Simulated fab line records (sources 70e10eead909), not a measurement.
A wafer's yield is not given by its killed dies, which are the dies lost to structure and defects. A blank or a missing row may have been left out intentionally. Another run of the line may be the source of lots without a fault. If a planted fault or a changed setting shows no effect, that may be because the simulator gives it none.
What tool caused it? -- flow nand_harc -- 18 wafers from 6 lots sampled at 4 of the route's 1159 steps

WHAT EACH GAUGE READ, for each wafer
NHARC_A_BLC_CD_MEAS_10: the cd target is 100 nm.
lot,measured,on,cd_nm (nm)
L173,day 21 21:33,cd_sem-01,101.5 101.2 100.9
L174,day 22 20:38,cd_sem-01,100.1 100.7 100.1
L182,day 23 08:50,cd_sem-01,100.5 99.8 101.5
L184,day 23 22:32,cd_sem-03,99.5 100.2 99.9
L187,day 24 04:32,cd_sem-02,102.7 102.2 103.2
L185,day 24 15:01,cd_sem-02,100.5 101.5 100.9

WHAT TOOL EACH LOT RAN ON (gives the tool, then ch and the chambers of the sampled wafers, and finally the start)
lot,NHARC_A_CONTACT_ETCH_137,NHARC_A_CONTACT_CVD_19,NHARC_A_BLC_EXPOSE_07
L173,"har_cap_etch-03 ch 0,1, day 20 13:11","cvd_w-02 ch 0, day 21 21:25 or earlier","arfi_scanner-01 ch 0, day 21 21:25"
L174,"har_cap_etch-02 ch 0,1, day 21 14:43","cvd_w-01 ch 0,1, day 22 20:29 or earlier","arfi_scanner-01 ch 0, day 22 20:29"
L182,"har_cap_etch-03 ch 0,1, day 22 05:58","cvd_w-01 ch 0,1, day 23 08:41 or earlier","arfi_scanner-01 ch 0, day 23 08:41"
L184,"har_cap_etch-02 ch 0,1, day 23 00:53","cvd_w-01 ch 1, day 23 22:23 or earlier","arfi_scanner-01 ch 0, day 23 22:23"
L187,"har_cap_etch-02 ch 0,1, day 23 15:13","cvd_w-02 ch 0,1, day 24 04:24 or earlier","arfi_scanner-01 ch 0, day 24 04:24"
L185,"har_cap_etch-02 ch 0,1, day 23 19:55","cvd_w-01 ch 0,1, day 24 14:52 or earlier","arfi_scanner-03 ch 0, day 24 14:52"
- NHARC_A_CONTACT_ETCH_137: etches the open film in C4F8/O2/Ar, time 132 s, target depth 1287 nm.
- NHARC_A_CONTACT_CVD_19: deposits W, target thk 300 nm, time 802 s.
- NHARC_A_BLC_EXPOSE_07: exposes mask A BLC, target cd 100 nm.

THE ANSWER, worked out from the rows above alone
Rule: usual is defined by the lots themselves. Put in order of their means at a reading, lots are off if they are a third of the lots or fewer, leave a main group of 4 or more, and stand apart from it by a gap of 3 or more times the standard deviation of the main group's means; of several such gaps the widest counts. Not used: any main group whose means are identical at the precision the tables above print for the reading. A lot without any number at a reading at which 4 lots or more have one is off too. All remaining lots with rows at the step are treated as sound.
Off, at NHARC_A_BLC_CD_MEAS_10 on cd_nm: L187. The main group has a mean of 100.6 nm with a standard deviation of 0.47.
If a tool, at a process step before that reading, ran all the lots that are off and no sound lot after the first of them, it fits. Gauges at NHARC_A_BLC_CD_MEAS_10: tried the same way as those tools. With no start given for some of its lots, NHARC_A_CONTACT_CVD_19 uses the hours and lot order of NHARC_A_BLC_EXPOSE_07. This does not decide it: 2 tools fit, namely cvd_w-02 at NHARC_A_CONTACT_CVD_19 and arfi_scanner-01 at NHARC_A_BLC_EXPOSE_07.

WHAT WAS PUT IN BY THE SIMULATOR
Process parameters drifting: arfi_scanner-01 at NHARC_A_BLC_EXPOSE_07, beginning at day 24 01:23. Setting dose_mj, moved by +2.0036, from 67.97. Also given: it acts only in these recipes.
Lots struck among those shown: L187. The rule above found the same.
